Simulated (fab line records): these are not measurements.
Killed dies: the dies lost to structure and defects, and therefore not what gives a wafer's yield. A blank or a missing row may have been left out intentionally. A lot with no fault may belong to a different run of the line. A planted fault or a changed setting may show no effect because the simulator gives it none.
8D (eight disciplines) problem report, filled in by code + flow n5Finfet + the parts of the form that need people (team, actions taken, sign-off) are left out
Where a reading is given only as a bound, like >300, the bound stands for it, and a mean or a difference that rests on one is marked > or <: the true number lies beyond.

== 1. THE ISSUE ==
Mean of rawDefectCount at N5_BEOL_M0_SAQP_INSPECT_42: 1492 across 9 wafers in 3 lots; on wafers with no fault it is 324 (standard deviation 96). Relative to the usual mean, that is a shift of +12 standard deviations.
The step: inspects for defects (brightfield).
The first sign was on wafer L206.1 at day 7 09:02, on defectInspect-01. Wafers with a number at this step in the record: 27, from 9 lots. By rule, "out" or "out of limits" means more than 4 standard deviations away from the usual mean. The other wafers with a number count as sound.

== 2. WHAT IT IS AND WHAT IT IS NOT ==
| question                    | is                                 | is not                                                                         |
|-----------------------------|------------------------------------|--------------------------------------------------------------------------------|
| which readings at this step | rawDefectCount                     | -                                                                              |
| which lots                  | L206, L207, L208                   | L201, L202, L205, L218, L219, L220                                             |
| which wafers of those lots  | all that have a number             | -                                                                              |
| read on which gauges        | defectInspect-01, defectInspect-02 | -                                                                              |
| when                        | from day 7 09:02                   | up to then (9 sound wafers); but 9 sound wafers of L218, L219, L220 came after |

== 3. SUSPECTS, AND WHAT RULES EACH OUT ==
Counting: a tool at a process step up to the reading stays a suspect if it ran every lot that is out and no sound lot after the first of them.
- the gauge at N5_BEOL_M0_SAQP_INSPECT_42 has been ruled out. The wafers that are out were read on 2 gauges (defectInspect-01, defectInspect-02).
- vaporEtch-02 at N5_BEOL_M0_SAQP_RECESS_114 (chemistry HF/NH3, target SiO2, target depth 14.4 nm, afs cycles 3, sublimation time 60 s): ruled out as a lasting fault. The sound lots L218, L219, L220 went through it after L206, its earliest lot that is out (day 7 05:40).
Left after counting: nothing in the record.

== 4. THE CAUSE (what the simulator had put in) ==
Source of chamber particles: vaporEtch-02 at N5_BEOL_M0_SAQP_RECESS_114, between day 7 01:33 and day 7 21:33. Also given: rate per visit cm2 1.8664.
Counting ruled it out, wrongly: the rule takes a fault to strike every lot that its tool runs from its start on, and this one did not.

== 5. THE EFFECT CHAIN, in route order ==
Rows list readings where the struck wafers' mean (over those with a number) sits beyond 3 standard deviations from the usual. Only readings for which the record gives a usual standard deviation are gone through. hours: the time from each lot's start at the first step in this table that gives one to its start at this step, as a median over the lots. sigmas: the change in usual standard deviations.
| hours | step                       | reading             | usual  | on struck wafers | change | sigmas      |
|-------|----------------------------|---------------------|--------|------------------|--------|-------------|
| 0     | N5_BEOL_M0_SAQP_INSPECT_42 | rawDefectCount      | 324    | 1492             | +1168  | +12         |
| 2     | N5_BEOL_M0_CUTY_INSPECT_59 | rawDefectCount      | 2.2    | >300             | >+298  | +99 or more |
| 148   | N5_PASSIVATION_PROBE_49    | defectLimitedYield  | 91.1 % | 83.8             | -7.3   | -5.2        |
| 148   | N5_PASSIVATION_PROBE_49    | killed_at_M0_to_M3  | 33     | 133              | +100   | +11         |
| 148   | N5_PASSIVATION_PROBE_49    | killedDies          | 105    | 191              | +86    | +5.4        |
| 148   | N5_PASSIVATION_PROBE_49    | killedOnRim         | 13     | 31               | +18    | +4.5        |
| 148   | N5_PASSIVATION_PROBE_49    | sort_bin_5_function | 5.2 %  | 9.4              | +4.2   | +4.6        |
| 148   | N5_PASSIVATION_PROBE_49    | sortNPass           | 1075   | 989              | -86    | -5.4        |
| 148   | N5_PASSIVATION_PROBE_49    | sortYieldPct        | 91.1 % | 83.8             | -7.3   | -5.2        |
Here are the process steps it includes:
- N5_PASSIVATION_PROBE_49
Later measuring or inspecting steps at which every struck wafer that the step has a row for has a number for every such reading, and none has moved that far: N5_BEOL_M4_RC_MEAS_101.

== 6. HOW IT WOULD HAVE BEEN CAUGHT EARLIER ==
7 hours passed between the start of the fault at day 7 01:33 and the first reading out of limits at a measuring or inspecting step in this record, taken at day 7 09:02.
Of the tool readings at N5_BEOL_M0_SAQP_RECESS_114 for which the record gives a usual standard deviation, none was out on any struck wafer, so an alarm limit of 4 standard deviations on them would not have fired.
